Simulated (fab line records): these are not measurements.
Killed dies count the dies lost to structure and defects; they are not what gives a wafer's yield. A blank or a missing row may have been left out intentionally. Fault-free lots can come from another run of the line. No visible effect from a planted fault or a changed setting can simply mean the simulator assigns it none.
fab line records | flow nand_harc
[record] lots = 6 wafers = 18 last_day = 33
route steps=1302 shown A_M0@1150 END@1302
lots untouched by any fault: they come from a run of this same line in which no faults occurred
start_h: hours from the record's first day to the start of the lot's first wafer shown | wait_h: time in hours since the lot's previous step | " same as the row above | L1.1+2: a row that stands for several wafers | - no value present, or no start provided | * or withheld: withheld | < > ~ a bound
route shown NAME@n: names a module that has steps shown in the file, with the first one's number in the route | usual: the fault-free wafers' mean and standard deviation | same: alike in all rows | chamber/n: place in a boat | sites: the reading at each site | _std_site: standard deviation across them | _edge_site: inner sites' mean taken away from outer sites' mean | radius_mm: for every site, how far away it sits from the centre of the wafer | mask NAME#n: copy n | behind: tool/chamber where the wafer was last shaped | hold: reason for holding the lot/hours on hold/outcome of the hold | device: names the non-switching transistor (n, p or np) | end of line: the route-end tests of the same wafers | for a step that has no rows: nothing shown but its recipe | killed: dies that structure and defects cost at the first sort, which is not the same as the wafer's yield | map: a wafer's dies, x killed, . not, _ none there
set.NAME: the run value of the setting; set.NAME@STEP: its run value at that earlier step | model.NAME: the simulator's own value behind a step, which no gauge read
certain route steps with their lots: each step a table, each wafer a row
services: from which hour (start_h, from the record's first day; less than 0 if before it) a tool's chamber was out of use, for how many hours, and why
[[steps]]
[step NHARC_A_M0_DESCUM_14]
[recipe] time_s = 3 o2_flow_sccm = 200 ar_flow_sccm = 0 bias_power_w = 0 chemistry = O2
[step NHARC_A_M0_ETCH_34]
[recipe] target_depth_a = 400 overetch_a = 120 time_s = 43.94 ion_energy_ev = 200 n2_flow_sccm = 150 h2_flow_sccm = 150 ar_flow_sccm = 0 rf_w = 400 bias_w = 150 chemistry = N2/H2
[usual] chamber_pressure_mTorr = 29.996/0.027 drypump_motor_current_A = 5.7/0.42 oes_product_au = 1.001/0.01 rf_vpp_V = 429.5/2.3 showerhead_plenum_p_Torr = 2.00/0.073 throttle_valve_pct = 14.171/0.0092
// columns lot.wafer tool chamber start_h wait_h chamber_pressure_mTorr drypump_motor_current_A oes_product_au rf_hours_counter_h rf_vpp_V showerhead_plenum_p_Torr throttle_valve_pct
L243.1 rie_diel-01 3 519.66 0.1 30.015 6.0 0.995 7.3 427.7 2.00 14.169
L243.2 " 2 " " 29.981 5.6 0.989 7.4 431.3 2.01 14.181
L243.5 " 0 " " 29.944 6.0 1.001 - 431.6 2.06 14.164
L250.3 rie_diel-10 2 591.85 0.1 29.983 5.3 0.990 7.6 430.7 2.04 14.167
L250.2 " 3 " " 29.985 5.6 1.019 7.3 431.4 2.09 14.187
L250.1 " 1 " " 29.992 5.8 1.006 6.3 428.0 1.91 14.165
L253.3 rie_diel-11 0 620.12 0.1 29.957 6.4 0.998 0.0 434.7 2.15 14.182
L253.5 " 0 " " 29.933 6.4 0.998 - 432.7 2.15 14.156
L253.6 " 1 " " 29.937 5.1 1.000 - 429.2 1.95 14.178
L257.1 rie_diel-01 0 654.26 0.1 29.990 6.0 0.996 4.2 431.3 2.06 14.170
L257.3 " 1 " " 29.933 6.2 1.001 3.9 428.5 1.96 14.173
L257.6 " 3 " " 30.009 5.9 1.008 - 429.4 2.00 14.185
L261.1 rie_diel-11 0 709.73 0.1 30.014 6.4 0.988 3.4 432.7 2.15 14.167
L261.4 " 2 " " 29.973 5.9 1.015 3.7 426.6 1.91 14.173
L261.6 " 3 " " 30.000 5.3 1.000 - 428.6 1.96 14.158
L265.3 rie_diel-11 2 742.40 0.1 29.985 5.9 1.006 6.7 428.0 1.91 14.172
L265.1 " 3 " " 29.975 5.4 0.995 6.1 429.2 1.96 14.182
L265.2 " 0 " " 29.949 6.4 0.988 6.0 433.1 2.14 14.162
[step NHARC_A_M0_ETCH_15]
[recipe] target_depth_a = 1500 overetch_a = 150 time_s = 82.5 c4f8_flow_sccm = withheld ar_flow_sccm = 400 rf_w = 600 bias_w = 300 chemistry = C4F8/Ar
[step NHARC_A_M0_CD_MEAS_16]
[usual] cd_nm = 79.7/0.82
// columns lot.wafer tool chamber start_h wait_h cd_nm
L243.1 cd_sem-01 - 519.87 - 79.5
L243.2 " - " " 78.2
L243.5 " - " " 78.9
L250.1 cd_sem-02 - 592.07 - 79.3
L250.2 " - " " 78.8
L250.3 " - " " 78.5
L253.3 cd_sem-02 - 620.34 - 80.9
L253.5 " - " " 80.2
L253.6 " - " " 80.6
L257.1 cd_sem-02 - 654.46 - 80.3
L257.3 " - " " 79.3
L257.6 " - " " 80.0
L261.1 cd_sem-01 - 709.93 - 80.1
L261.4 " - " " 80.8
L261.6 " - " " 79.7
L265.1 cd_sem-03 - 742.62 - 80.6
L265.2 " - " " 81.6
L265.3 " - " " 80.6
[step NHARC_A_M0_STRIP_18]
[recipe] power_w = 1000 n2_flow_sccm = 150 h2_flow_sccm = 150 ar_flow_sccm = 0 bias_w = 0 chemistry = N2/H2
[usual] chamber_pressure_mTorr = 30.000/0.029 drypump_motor_current_A = 5.7/0.44 oes_product_au = 1.000/0.011 rf_vpp_V = 90.4/0.88 showerhead_plenum_p_Torr = 2.00/0.076 throttle_valve_pct = 14.172/0.0097
// columns lot.wafer tool chamber start_h wait_h chamber_pressure_mTorr drypump_motor_current_A oes_product_au rf_hours_counter_h rf_vpp_V showerhead_plenum_p_Torr throttle_valve_pct
L243.1 rie_diel-11 3 519.97 0.1 29.995 5.3 1.015 3.9 90.0 1.97 14.160
L243.2 " 1 " " 29.957 5.1 0.997 4.1 89.7 1.95 14.171
L243.5 " 3 " " 29.976 5.3 0.998 - 89.6 1.97 14.164
L250.2 rie_diel-11 2 592.14 0.1 30.021 5.8 1.000 6.8 90.8 1.92 14.168
L250.1 " 3 " " 29.995 5.4 1.011 7.6 90.3 1.97 14.185
L250.3 " 0 " " 29.969 6.4 0.980 8.4 90.6 2.15 14.171
L253.3 rie_diel-01 1 620.41 0.1 30.070 6.3 1.008 2.0 90.1 1.96 14.148
L253.5 " 1 " " 30.040 6.2 1.004 - 91.1 1.96 14.176
L253.6 " 2 " " 29.968 5.6 0.985 - 91.2 2.01 14.177
L257.1 rie_diel-11 2 654.59 0.1 30.027 5.9 0.999 1.3 89.9 1.92 14.176
L257.3 " 3 " " 29.967 5.3 0.985 1.1 89.0 1.97 14.181
L257.6 " 1 " " 30.057 5.1 0.996 - 90.1 1.95 14.159
L261.1 rie_diel-01 1 710.06 0.1 29.974 6.3 0.993 6.9 90.4 1.96 14.174
L261.4 " 2 " " 30.019 5.6 0.990 8.4 90.2 2.01 14.168
L261.6 " 3 " " 29.998 5.9 1.016 - 89.2 2.00 14.179
L265.1 rie_diel-11 2 742.69 0.1 29.980 5.8 1.000 6.8 89.1 1.91 14.158
L265.2 " 3 " " 30.020 5.4 0.990 6.2 87.9 1.96 14.160
L265.3 " 0 " " 29.951 6.4 0.977 6.0 91.1 2.15 14.185
[step NHARC_A_M0_STRIP_19]
[recipe] time_s = 600 temp_c = 30 chemistry = post_etch_residue_remover
[step NHARC_A_M0_DEGAS_28]
[recipe] temp_c = 250 time_s = 60
[step NHARC_A_M0_PRE_CLEAN_29]
[recipe] time_s = 30 temp_c = 280 gas = H2/He
[step NHARC_A_M0_PVD_20]
[recipe] target_thk_a = 50 bias_v = 168.6 power_w = 15000 chamber_pressure_pa = 0.12 time_s = 8.06 substrate_temp_c = 50 material = TaN
[step NHARC_A_M0_PVD_21]
[recipe] target_thk_a = 300 chamber_pressure_pa = 5 power_w = 5000 substrate_temp_c = 30 time_s = 20.49 material = Cu
[usual] substrate_temp_c = 30.01/0.11 throttle_valve_pct = 29.9/0.78
// columns lot.wafer tool chamber start_h wait_h substrate_temp_c throttle_valve_pct
L243.2 pvd_sputter-01 - - - 30.10 30.6
L243.1 " - " " 30.02 30.0
L243.5 " - " " 29.73 29.6
L250.1 pvd_sputter-01 - - - 30.00 29.8
L250.3 " - " " 29.83 29.5
L250.2 " - " " 30.00 30.3
L253.3 pvd_sputter-01 - - - 30.12 31.1
L253.5 " - " " 29.84 30.1
L253.6 " - " " 30.14 30.7
L257.1 pvd_sputter-03 - - - 30.07 30.8
L257.3 " - " " 30.06 28.8
L257.6 " - " " 29.99 31.1
L261.1 pvd_sputter-02 - - - 29.93 29.3
L261.4 " - " " 30.03 31.0
L261.6 " - " " 29.78 28.9
L265.3 pvd_sputter-03 - - - 30.02 28.9
L265.1 " - " " 30.00 29.3
L265.2 " - " " 29.95 30.1
[step NHARC_A_M0_ECD_22]
[recipe] target_thk_a = 4000 bath_temp_c = 25 material = Cu
[step NHARC_A_M0_ANNEAL_30]
[recipe] temp_c = 225 time_s = 90
[usual] wafer_temp_C_max = 225.83/0.22
// columns lot.wafer tool chamber start_h wait_h wafer_temp_C_max
L243.1 rtp_anneal-01 0 521.23 0.3 225.93
L243.2 " 0 " " 226.24
L243.5 " 0 " " 225.96
L250.1 rtp_anneal-01 0 593.42 - 225.88
L250.2 " 0 " " 225.66
L250.3 " 0 " " 226.08
L253.3 rtp_anneal-02 0 621.89 0.4 225.52
L253.5 " 0 " " 225.56
L253.6 " 0 " " 225.94
L257.1 rtp_anneal-02 0 655.85 0.3 226.12
L257.3 " 0 " " 225.80
L257.6 " 0 " " 225.95
L261.1 rtp_anneal-02 0 711.30 0.3 226.28
L261.4 " 0 " " 225.74
L261.6 " 0 " " 225.90
L265.1 rtp_anneal-01 0 743.97 - 225.73
L265.2 " 0 " " 225.45
L265.3 " 0 " " 225.74
[step NHARC_A_M0_CMP_23]
[recipe] t_overpolish_s = 20 target_thk_nm = 113.75
[usual] motor_current_A = 11.8/1 time_to_endpoint_s = 28.6/3
// columns lot.wafer tool chamber start_h wait_h motor_current_A time_to_endpoint_s
L243.1 cmp-02 2 521.63 - 11.7 34.8
L243.2 " 3 " " 13.9 31.4
L243.5 " 0 " " 13.5 34.5
L250.2 cmp-04 1 593.76 - 10.7 37.5
L250.3 " 2 " " 12.7 37.4
L250.1 " 0 " " 11.1 37.7
L253.3 cmp-04 0 622.42 - 11.6 36.9
L253.6 " 1 " " 10.0 37.5
L253.5 " 2 " " 12.5 37.3
L257.3 cmp-02 2 656.19 - 11.5 31.9
L257.1 " 1 " " 11.9 31.2
L257.6 " 2 " " 11.2 30.4
L261.1 cmp-04 0 711.66 - 12.1 27.5
L261.4 " 1 " " 11.0 26.9
L261.6 " 3 " " 10.3 26.7
L265.1 cmp-01 0 744.35 - 12.8 30.7
L265.2 " 1 " " 11.8 32.1
L265.3 " 2 " " 11.6 30.1
[step NHARC_A_M0_SRD_25]
[step NHARC_A_M0_INSPECT_27]
[usual] raw_defect_count = 554/130
// columns lot.wafer tool chamber start_h wait_h raw_defect_count
L243.1 defect_inspect-01 - 522.04 0.0 655
L243.2 " - " " 538
L243.5 " - " " 469
L250.1 defect_inspect-01 - 594.23 0.0 3143
L250.2 " - " " 3151
L250.3 " - " " 3153
L253.3 defect_inspect-02 - 622.80 0.0 2898
L253.5 " - " " 2888
L253.6 " - " " 3007
L257.1 defect_inspect-01 - 656.66 0.0 423
L257.3 " - " " 543
L257.6 " - " " 673
L261.1 defect_inspect-01 - 712.11 0.0 477
L261.4 " - " " 500
L261.6 " - " " 491
L265.1 defect_inspect-01 - 744.80 0.0 640
L265.2 " - " " 428
L265.3 " - " " 836
[step NHARC_A_M0_PRE_CLEAN_31]
[recipe] time_s = 12 temp_c = 370 rf_power_w = 300 gas = NH3
[usual] heater_power_w = 612/67
// columns lot.wafer tool chamber start_h wait_h heater_power_w
L243.1 pecvd-04 1 522.12 0.1 686
L243.2 " 2 " " 513
L243.5 " 1 " " 670
L250.3 pecvd-01 1 594.30 0.1 597
L250.1 " 2 " " 585
L250.2 " 0 " " 721
L253.3 pecvd-04 0 622.88 0.1 574
L253.5 " 2 " " 489
L253.6 " 1 " " 582
L257.1 pecvd-01 0 656.73 0.1 676
L257.3 " 2 " " 609
L257.6 " 2 " " 609
L261.1 pecvd-03 2 712.19 0.1 527
L261.4 " 1 " " 558
L261.6 " 2 " " 540
L265.2 pecvd-04 0 744.86 0.1 573
L265.3 " 1 " " 602
L265.1 " 2 " " 539
[step NHARC_END_SORT_01]
[recipe] temp_c = 25
[usual] defect_limited_yield = 92.0/2.8 killed_at_array = 49/18 killed_at_other = 0.7/1.1 killed_at_periphery = 4.0/2.6 killed_dies = 54/19 killed_open = 3.4/1.7 killed_short = 2.5/1.7 sort_bin_2_pct = 2.8/1.2 sort_bin_3_pct = 0.6/0.4 sort_bin_4_pct = 4.5/1.5 sort_n_pass = 623/19 sort_rim_yield_pct = 89/4.8 sort_yield_pct = 92.0/2.8
[same] gross_dies = 677 sort_bin_5_pct[%] = 0 sort_bin_6_pct[%] = 0 sort_bin_7_pct[%] = 0 sort_bin_8_pct[%] = 0 sort_rim_n_gross = 106.00
// columns lot.wafer tool chamber start_h wait_h defect_limited_yield[%] killed_at_array killed_at_other killed_at_periphery killed_dies killed_open killed_short sort_bin_2_pct[%] sort_bin_3_pct[%] sort_bin_4_pct[%] sort_n_pass sort_rim_yield_pct[%] sort_yield_pct[%]
L243.1 prober-01 0 559.36 2.5 90.3 64 0 2 66 3 6 3.0 0.6 6.2 611 89 90.3
L243.2 prober-01 0 560.16 2.8 91.7 51 0 5 56 5 4 2.8 0.4 5.0 621 89 91.7
L243.5 prober-01 0 562.57 3.7 89.2 66 2 5 73 1 1 3.5 0.6 6.6 604 86 89.2
L250.1 prober-02 0 630.66 2.5 0 675 1 1 677 6 3 4.1 92.8 3.1 0 0 0
L250.2 prober-02 0 631.47 2.8 0 675 0 2 677 4 4 4.3 88.8 6.9 0 0 0
L250.3 prober-02 0 632.28 3.1 0 673 0 4 677 6 3 5.2 90.3 4.6 0 0 0
L253.3 prober-02 0 660.26 3.0 0 675 0 2 677 1 6 1.8 95.4 2.8 0 0 0
L253.5 prober-02 0 661.81 3.6 0 670 1 6 677 6 4 1.3 94.8 3.8 0 0 0
L253.6 prober-02 0 662.59 3.9 0 670 2 5 677 2 2 1.0 95.7 3.2 0 0 0
L257.1 prober-01 0 692.48 2.5 89.5 63 0 8 71 3 3 3.7 0.6 6.2 606 86 89.5
L257.3 prober-01 0 694.08 3.1 87.3 80 0 6 86 6 4 3.5 0.7 8.4 591 83 87.3
L257.6 prober-01 0 696.49 4.0 92.2 46 1 6 53 4 4 3.0 0.7 4.1 624 83 92.2
L261.1 prober-01 0 751.90 2.5 86.3 83 0 10 93 5 2 5.5 1.9 6.4 584 83 86.3
L261.4 prober-01 0 754.34 3.4 91.0 55 0 6 61 0 4 3.4 0.4 5.2 616 82 91.0
L261.6 prober-01 0 755.97 4.1 89.8 62 0 7 69 4 4 5.0 1.0 4.1 608 85 89.8
L265.1 prober-02 0 782.68 2.5 90.4 60 0 5 65 3 1 2.8 1.2 5.6 612 89 90.4
L265.2 prober-02 0 783.49 2.8 91.9 49 0 6 55 4 1 3.8 1.0 3.2 622 91 91.9
L265.3 prober-02 0 784.30 3.1 92.0 50 0 4 54 1 1 3.0 1.0 4.0 623 89 92.0
// killed by level:class
L243.1 A_CHANNEL_HOLE_D1:chamber_film_flake=30 A_SLIT:chamber_film_flake=16 A_CONTACT:chamber_film_flake=5 A_SGD_CUT:chamber_film_flake=3 A_CHANNEL_FILL_D2:geometric_particle:short=2 A_WL_FILL:geometric_particle:short=2 P_GATE:geometric_particle:open=1 A_CHANNEL_HOLE_D1:geometric_particle:open=1
L243.2 A_SLIT:chamber_film_flake=18 A_CHANNEL_HOLE_D1:chamber_film_flake=14 A_CONTACT:chamber_film_flake=7 A_CHANNEL_HOLE_D2:chamber_film_flake=4 A_WL_FILL:geometric_particle:open=3 P_ZERO_WELL:chamber_film_flake=2 P_GATE:geometric_particle:short=1 P_M0:geometric_particle:open=1
L243.5 A_CHANNEL_HOLE_D1:chamber_film_flake=33 A_SLIT:chamber_film_flake=17 A_CONTACT:chamber_film_flake=7 A_CHANNEL_HOLE_D2:chamber_film_flake=5 P_ZERO_WELL:chamber_film_flake=2 P_GATE:chamber_film_flake=2 A_SGD_CUT:chamber_film_flake=2 THIN_TSV:chamber_film_flake=2
L250.1 A_M0:area_cmp=622 A_SLIT:chamber_film_flake=24 A_CHANNEL_HOLE_D1:chamber_film_flake=11 A_CHANNEL_HOLE_D2:chamber_film_flake=7 A_SOURCE_PLATE:geometric_particle:open=2 A_CONTACT:chamber_film_flake=2 P_M1:geometric_particle:open=1 A_ONON_D2:geometric_particle:open=1
L250.2 A_M0:area_cmp=597 A_CHANNEL_HOLE_D2:chamber_film_flake=28 A_CHANNEL_HOLE_D1:chamber_film_flake=22 A_SLIT:chamber_film_flake=19 A_CONTACT:chamber_film_flake=2 P_CONTACT:geometric_particle:open=1 P_M0:geometric_particle:open=1 A_ONON_D1:geometric_particle:short=1
L250.3 A_M0:area_cmp=607 A_CHANNEL_HOLE_D1:chamber_film_flake=26 A_SLIT:chamber_film_flake=15 A_CHANNEL_HOLE_D2:chamber_film_flake=12 A_STAIRCASE:chamber_film_flake=4 P_CONTACT:geometric_particle:open=2 A_CHANNEL_FILL_D2:chamber_film_flake=2 P_STI:geometric_particle:short=1
L253.3 A_M0:area_cmp=645 A_CHANNEL_HOLE_D1:chamber_film_flake=12 A_STAIRCASE:chamber_film_flake=4 A_CONTACT:chamber_film_flake=4 A_CHANNEL_HOLE_D2:unspecified=2 P_STI:geometric_particle:short=1 P_GATE:geometric_particle:short=1 A_CHANNEL_FILL_D1:geometric_particle:short=1
L253.5 A_M0:area_cmp=641 A_CHANNEL_HOLE_D1:chamber_film_flake=9 A_CONTACT:chamber_film_flake=4 A_CHANNEL_HOLE_D2:unspecified=3 P_GATE:chamber_film_flake=2 P_GATE:geometric_particle:open=1 P_CONTACT:geometric_particle:open=1 P_BONDPAD:geometric_particle:short=1
L253.6 A_M0:area_cmp=646 A_CHANNEL_HOLE_D1:chamber_film_flake=11 A_ZERO_WELL:chamber_film_flake=4 A_SLIT:chamber_film_flake=3 P_BONDPAD:chamber_film_flake=2 A_CONTACT:chamber_film_flake=2 THIN_TSV:chamber_film_flake=2 P_CONTACT:geometric_particle:open=1
L257.1 A_CHANNEL_HOLE_D1:chamber_film_flake=30 A_CHANNEL_HOLE_D2:chamber_film_flake=22 P_GATE:chamber_film_flake=3 A_STAIRCASE:chamber_film_flake=3 P_ZERO_WELL:chamber_film_flake=2 A_SLIT:chamber_film_flake=2 A_CONTACT:chamber_film_flake=2 P_CONTACT:geometric_particle:short=1
L257.3 A_CHANNEL_HOLE_D1:chamber_film_flake=35 A_CHANNEL_HOLE_D2:chamber_film_flake=23 A_CONTACT:chamber_film_flake=6 P_GATE:chamber_film_flake=3 A_SLIT:chamber_film_flake=3 A_STAIRCASE:chamber_film_flake=3 A_WL_FILL:geometric_particle:open=2 A_WL_FILL:geometric_particle:short=2
L257.6 A_CHANNEL_HOLE_D1:chamber_film_flake=17 A_CHANNEL_HOLE_D2:chamber_film_flake=13 A_CONTACT:chamber_film_flake=5 P_GATE:chamber_film_flake=4 A_STAIRCASE:chamber_film_flake=3 A_ONON_D1:geometric_particle:open=1 A_CHANNEL_HOLE_D1:geometric_particle:open=1 A_CHANNEL_FILL_D1:geometric_particle:short=1
L261.1 A_CHANNEL_HOLE_D1:chamber_film_flake=32 A_SLIT:chamber_film_flake=24 A_CHANNEL_HOLE_D2:chamber_film_flake=15 P_ZERO_WELL:chamber_film_flake=5 A_STAIRCASE:chamber_film_flake=3 P_M0:geometric_particle:open=2 A_CHANNEL_FILL_D2:chamber_film_flake=2 A_CONTACT:chamber_film_flake=2
L261.4 A_SLIT:chamber_film_flake=18 A_CHANNEL_HOLE_D1:chamber_film_flake=15 A_CHANNEL_HOLE_D2:chamber_film_flake=12 P_ZERO_WELL:chamber_film_flake=2 P_GATE:chamber_film_flake=2 A_CHANNEL_FILL_D2:chamber_film_flake=2 A_WL_FILL:chamber_film_flake=2 A_CONTACT:chamber_film_flake=2
L261.6 A_CHANNEL_HOLE_D2:chamber_film_flake=20 A_SLIT:chamber_film_flake=13 A_CHANNEL_HOLE_D1:chamber_film_flake=12 A_CONTACT:chamber_film_flake=4 A_DECK1_JOINT:chamber_film_flake=3 P_CONTACT:geometric_particle:open=2 P_ZERO_WELL:chamber_film_flake=2 A_CHANNEL_FILL_D2:chamber_film_flake=2
L265.1 A_SLIT:chamber_film_flake=26 A_CHANNEL_HOLE_D2:chamber_film_flake=19 A_CONTACT:chamber_film_flake=8 A_SGD_CUT:chamber_film_flake=5 P_STI:geometric_particle:open=1 P_GATE:geometric_particle:open=1 P_M0:geometric_particle:open=1 A_ONON_D1:geometric_particle:short=1
L265.2 A_SLIT:chamber_film_flake=23 A_CHANNEL_HOLE_D2:chamber_film_flake=13 A_CHANNEL_FILL_D1:chamber_film_flake=5 P_STI:chamber_film_flake=3 A_DECK1_JOINT:chamber_film_flake=2 A_SGD_CUT:chamber_film_flake=2 P_M0:geometric_particle:open=1 P_M1:geometric_particle:short=1
L265.3 A_CHANNEL_HOLE_D2:chamber_film_flake=21 A_SLIT:chamber_film_flake=16 A_CHANNEL_FILL_D1:chamber_film_flake=4 A_SGD_CUT:chamber_film_flake=3 A_CONTACT:chamber_film_flake=3 P_BONDPAD:geometric_particle:short=1 A_DECK1_JOINT:geometric_particle:open=1 P_ZERO_WELL:chamber_film_flake=1
// map L250.1 (x killed, . not)
____________x____________
_________xxxxxxx_________
_______xxxxxxxxxxx_______
______xxxxxxxxxxxxx______
_____xxxxxxxxxxxxxxx_____
____xxxxxxxxxxxxxxxxx____
____xxxxxxxxxxxxxxxxx____
___xxxxxxxxxxxxxxxxxxx___
___xxxxxxxxxxxxxxxxxxx___
__xxxxxxxxxxxxxxxxxxxxx__
__xxxxxxxxxxxxxxxxxxxxx__
_xxxxxxxxxxxxxxxxxxxxxxx_
_xxxxxxxxxxxxxxxxxxxxxxx_
_xxxxxxxxxxxxxxxxxxxxxxx_
_xxxxxxxxxxxxxxxxxxxxxxx_
_xxxxxxxxxxxxxxxxxxxxxxx_
xxxxxxxxxxxxxxxxxxxxxxxxx
xxxxxxxxxxxxxxxxxxxxxxxxx
xxxxxxxxxxxxxxxxxxxxxxxxx
xxxxxxxxxxxxxxxxxxxxxxxxx
xxxxxxxxxxxxxxxxxxxxxxxxx
_xxxxxxxxxxxxxxxxxxxxxxx_
_xxxxxxxxxxxxxxxxxxxxxxx_
_xxxxxxxxxxxxxxxxxxxxxxx_
_xxxxxxxxxxxxxxxxxxxxxxx_
_xxxxxxxxxxxxxxxxxxxxxxx_
__xxxxxxxxxxxxxxxxxxxxx__
__xxxxxxxxxxxxxxxxxxxxx__
___xxxxxxxxxxxxxxxxxxx___
___xxxxxxxxxxxxxxxxxxx___
____xxxxxxxxxxxxxxxxx____
____xxxxxxxxxxxxxxxxx____
_____xxxxxxxxxxxxxxx_____
______xxxxxxxxxxxxx______
_______xxxxxxxxxxx_______
_________xxxxxxx_________
____________x____________
// map L253.3 (x killed, . not)
____________x____________
_________xxxxxxx_________
_______xxxxxxxxxxx_______
______xxxxxxxxxxxxx______
_____xxxxxxxxxxxxxxx_____
____xxxxxxxxxxxxxxxxx____
____xxxxxxxxxxxxxxxxx____
___xxxxxxxxxxxxxxxxxxx___
___xxxxxxxxxxxxxxxxxxx___
__xxxxxxxxxxxxxxxxxxxxx__
__xxxxxxxxxxxxxxxxxxxxx__
_xxxxxxxxxxxxxxxxxxxxxxx_
_xxxxxxxxxxxxxxxxxxxxxxx_
_xxxxxxxxxxxxxxxxxxxxxxx_
_xxxxxxxxxxxxxxxxxxxxxxx_
_xxxxxxxxxxxxxxxxxxxxxxx_
xxxxxxxxxxxxxxxxxxxxxxxxx
xxxxxxxxxxxxxxxxxxxxxxxxx
xxxxxxxxxxxxxxxxxxxxxxxxx
xxxxxxxxxxxxxxxxxxxxxxxxx
xxxxxxxxxxxxxxxxxxxxxxxxx
_xxxxxxxxxxxxxxxxxxxxxxx_
_xxxxxxxxxxxxxxxxxxxxxxx_
_xxxxxxxxxxxxxxxxxxxxxxx_
_xxxxxxxxxxxxxxxxxxxxxxx_
_xxxxxxxxxxxxxxxxxxxxxxx_
__xxxxxxxxxxxxxxxxxxxxx__
__xxxxxxxxxxxxxxxxxxxxx__
___xxxxxxxxxxxxxxxxxxx___
___xxxxxxxxxxxxxxxxxxx___
____xxxxxxxxxxxxxxxxx____
____xxxxxxxxxxxxxxxxx____
_____xxxxxxxxxxxxxxx_____
______xxxxxxxxxxxxx______
_______xxxxxxxxxxx_______
_________xxxxxxx_________
____________x____________
[[services]]
// columns tool chamber start_h hours kind
cmp-04 - 503.00 4.0 pm
cmp-04 - 522.24 0.9 repair
pecvd-01 0 525.36 4.0 repair
cmp-02 - 526.72 4.0 pm
pvd_sputter-03 - 532.20 10.0 pm
cmp-04 - 535.98 1.9 repair
cmp-02 - 536.40 1.9 repair
cmp-02 - 546.22 0.2 repair
rie_diel-01 - 557.89 9.0 pm
rie_diel-01 1 570.66 13.2 repair
pecvd-01 - 572.28 1.3 repair
cmp-04 - 586.88 2.2 repair
cmp-04 - 601.00 4.0 pm
pvd_sputter-01 - 601.29 10.0 pm
rie_diel-11 - 609.50 9.0 pm
pecvd-04 - 631.00 13.0 pm
pecvd-04 0 674.37 6.7 repair
cmp-04 - 699.00 4.0 pm
rie_diel-11 - 705.86 1.0 repair
pecvd-04 0 717.82 12.0 repair
pecvd-04 1 727.32 8.2 repair
rie_diel-01 - 734.89 9.0 pm
rie_diel-11 - 743.26 0.3 repair
rtp_anneal-02 - 744.00 12.0 pm
[[key]]
[first_sign] step = NHARC_A_M0_CMP_23 reading = time_to_endpoint_s direction = up sigmas = 3 usual = * struck = *
[effect] step = NHARC_A_M0_INSPECT_27 reading = raw_defect_count direction = up sigmas = 19 usual = 554 struck = 3040
[effect] step = NHARC_END_SORT_01 reading = sort_bin_3_pct direction = up sigmas = 99+ usual = 0.6 struck = 93.0
[more_kills_born_at] NHARC_A_M0_CMP_23@cmp-04 = 3758
met_at NHARC_A_M0_CMP_23
struck_wafers L250.1,L250.2,L250.3,L253.3,L253.5,L253.6
later_rows_left_out L250.1,L250.2,L250.3,L253.3,L253.5,L253.6
[fault] kind = process_parameter_drift tool = cmp-04 chamber = - onset_h = 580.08 steps = NHARC_A_M0_CMP_23 channel = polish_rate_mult offset = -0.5 shape = step end_h = 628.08
// later_rows_left_out: the simulator's readings of these wafers behind a module that went badly wrong aren't trusted and aren't shown, but for the sort
